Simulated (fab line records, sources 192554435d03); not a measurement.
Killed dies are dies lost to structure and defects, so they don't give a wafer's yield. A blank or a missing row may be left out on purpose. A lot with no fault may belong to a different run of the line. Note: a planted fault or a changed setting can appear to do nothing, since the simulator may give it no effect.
Lot-split experiment ; flow n5 finfet ; 7 lots, 39 wafers read, on a route of 1938 steps

ON THE SPLIT
At N5_ZERO_LAYER_ETCH_18 (etches Si in HBr/Cl2, target depth 120 nm, time 40 s), the setting target depth a was moved away from the recipe's 1200 angstrom on 12 of the 39 wafers read, by -45.3% to +37.3%. For the rest of the wafers, this setting stayed at what the recipe calls for.

Reading taken at the split's own step.

THE READING
coat_of_ZERO_LAYER_COAT_05.thk nm (the simulator's own value, which no gauge read), in nm, at N5_ZERO_LAYER_ETCH_18 (etches Si in HBr/Cl2, target depth 120 nm, time 40 s). The file does not state a usual value for it. Across the 27 wafers here that went through the recipe, the average is 930.0 nm and the standard deviation 2.4 nm.

wafer;tool, chamber at the split;target depth a as run, angstrom;against the recipe;coat_of_ZERO_LAYER_COAT_05.thk nm, nm;against lot-mates on the recipe
L077.1;rie si-03, 1;1200;recipe;930.7;-
L077.2;rie si-03, 3;1594;+32.8%;917.4;-12.3
L077.3;rie si-03, 0;1200;recipe;929.3;-
L077.4;rie si-03, 2;1594;+32.8%;914.7;-15.0
L077.5;rie si-03, 0;1594;+32.8%;913.8;-15.9
L077.6;rie si-03, 3;1200;recipe;929.1;-
L079.1;rie si-06, 2;1200;recipe;924.8;-
L079.2;rie si-06, 1;1648;+37.3%;918.1;-8.5
L079.3;rie si-06, 0;1200;recipe;927.9;-
L079.4;rie si-06, 3;1200;recipe;927.1;-
L079.5;rie si-06, 3;1648;+37.3%;914.5;-12.1
L079.6;rie si-06, 2;1648;+37.3%;911.4;-15.2
L082.1;rie si-06, 0;1200;recipe;930.6;-
L082.2;rie si-06, 3;1506;+25.5%;919.3;-12.5
L082.3;rie si-06, 1;1506;+25.5%;923.6;-8.2
L082.4;rie si-06, 2;1200;recipe;931.9;-
L082.5;rie si-06, 2;1506;+25.5%;919.4;-12.4
L082.6;rie si-06, 3;1200;recipe;932.8;-
L083.1;rie si-01, 1;1200;recipe;928.9;-
L083.2;rie si-01, 2;1200;recipe;930.6;-
L083.3;rie si-01, 0;1200;recipe;935.9;-
L083.4;rie si-01, 3;1200;recipe;930.1;-
L083.5;rie si-01, 1;1200;recipe;929.9;-
L083.6;rie si-01, 2;1200;recipe;931.6;-
L087.1;rie si-03, 2;1200;recipe;931.1;-
L087.2;rie si-03, 3;1200;recipe;934;-
L087.3;rie si-03, 1;1200;recipe;930.8;-
L087.4;rie si-03, 0;1200;recipe;925.8;-
L087.5;rie si-03, 2;1200;recipe;928.4;-
L087.6;rie si-03, 1;1200;recipe;929.6;-
L089.1;rie si-06, 1;1200;recipe;931.7;-
L089.2;rie si-06, 0;656.3;-45.3%;946.4;+17.1
L089.3;rie si-06, 3;656.3;-45.3%;946.8;+17.5
L089.4;rie si-06, 2;1200;recipe;927.8;-
L089.5;rie si-06, 0;656.3;-45.3%;945.4;+16.1
L089.6;rie si-06, 3;1200;recipe;928.4;-
L097.2;rie si-03, 3;1200;recipe;929.4;-
L097.4;rie si-03, 0;1200;recipe;933.3;-
L097.5;rie si-03, 1;1200;recipe;928.8;-

FIT RESULTS
A straight line over all 39 wafers: coat_of_ZERO_LAYER_COAT_05.thk nm changes by -0.389 nm for each +1% of target depth a; r = -0.96; the points scatter about the line by 2.4 nm.
The same after taking each lot's own level away (the mean of its wafers on the recipe; 39 wafers): -0.379 nm for each +1%; r = -0.96; scatter 2.2 nm.
Per that fit: largest target depth a move, reading shift of 17 nm.
The lots' own levels span 926.60 to 931.77 nm, that is 2.2 times the standard deviation above.
Hence the lot-to-lot level has little effect on the slope; both slopes agree.
Check: with one of the wafers moved furthest among these (-45.3%) left out of the fit, the line predicts +17 nm for it against its lot-mates. It came out at +17.1 nm against them.

THE WHOLE CHAIN: every reading that the file lists as answering this split, in the file's order
step;what it does;reading;change (the file's fit);r (the file's)
N5_ZERO_LAYER_ETCH_18;etches Si in HBr/Cl2, target depth 120 nm, time 40 s;etch.depth nm (the simulator's own value, which no gauge read);+1.18 nm for each +1% of the setting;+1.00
N5_ZERO_LAYER_ETCH_18;etches Si in HBr/Cl2, target depth 120 nm, time 40 s;ZERO_LAYER.feature depth nm (the simulator's own value, which no gauge read);+1.18 nm for each +1% of the setting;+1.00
N5_ZERO_LAYER_ETCH_18;etches Si in HBr/Cl2, target depth 120 nm, time 40 s;coat_of_ZERO_LAYER_COAT_05.thk nm (the simulator's own value, which no gauge read);-0.38 nm for each +1% of the setting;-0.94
N5_ZERO_LAYER_STRIP_24;strips in O2;strip time to endpoint s;withheld for each +1% of the setting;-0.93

FILE'S OWN FIT
coat_of_ZERO_LAYER_COAT_05.thk nm changes by -0.38 nm for each +1% of target depth a, r = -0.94.
